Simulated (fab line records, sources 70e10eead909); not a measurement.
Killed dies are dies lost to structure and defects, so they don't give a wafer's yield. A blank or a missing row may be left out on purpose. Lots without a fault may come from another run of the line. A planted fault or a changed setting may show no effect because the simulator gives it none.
Chamber matching | flow nand_harc | NHARC_P_GATE_DESCUM_48 on rie_diel-12: 4 sister chambers
The step chemistry O2, time 3 s. 4 wafers are shown with their chamber, then 10 later ones without.

WAFERS WITH THEIR CHAMBER
wafer  | chamber | drypump_motor_current_A (A)
L088.4 | 2       | 4.8
L088.5 | 0       | 5.5
L094.1 | 1       | 5.2
L094.3 | 3       | 5.4

WAFERS WITHOUT THEIR CHAMBER
wafer  | drypump_motor_current_A (A)
L094.5 | 5.2
L096.1 | 5.2
L096.2 | 5.6
L096.3 | 5.4
L097.1 | 5.4
L097.4 | 4.8
L097.6 | 5.5
L097.2 | 5.2
L097.3 | 5.6
L097.5 | 5.4

WHICH CHAMBER EACH WENT THROUGH
wafer  | from the rows above | in truth
L094.5 | 1                   | 1
L096.1 | 1                   | 1
L096.2 | 0                   | 0
L096.3 | 3                   | 3
L097.1 | 3                   | 3
L097.4 | 2                   | 2
L097.6 | 0                   | 0
L097.2 | 1                   | 1
L097.3 | 0                   | 0
L097.5 | 3                   | 3
Placed correctly: 10 of 10. Can't be placed from these rows: 0. Placed wrongly: 0.
How it was worked out, from the rows above alone: a wafer's distance from a chamber is the root of the sum, over the readings, of the square of ((its reading less the chamber's mean) divided by the reading's scatter). The wafer belongs to the nearest chamber; if the next one is less than 2 further off, it can't be placed. A chamber's mean is the mean of its shown wafers. The scatter: with one shown wafer a chamber, the root of the mean of the squares of how far each hidden wafer lies from its nearest shown one.
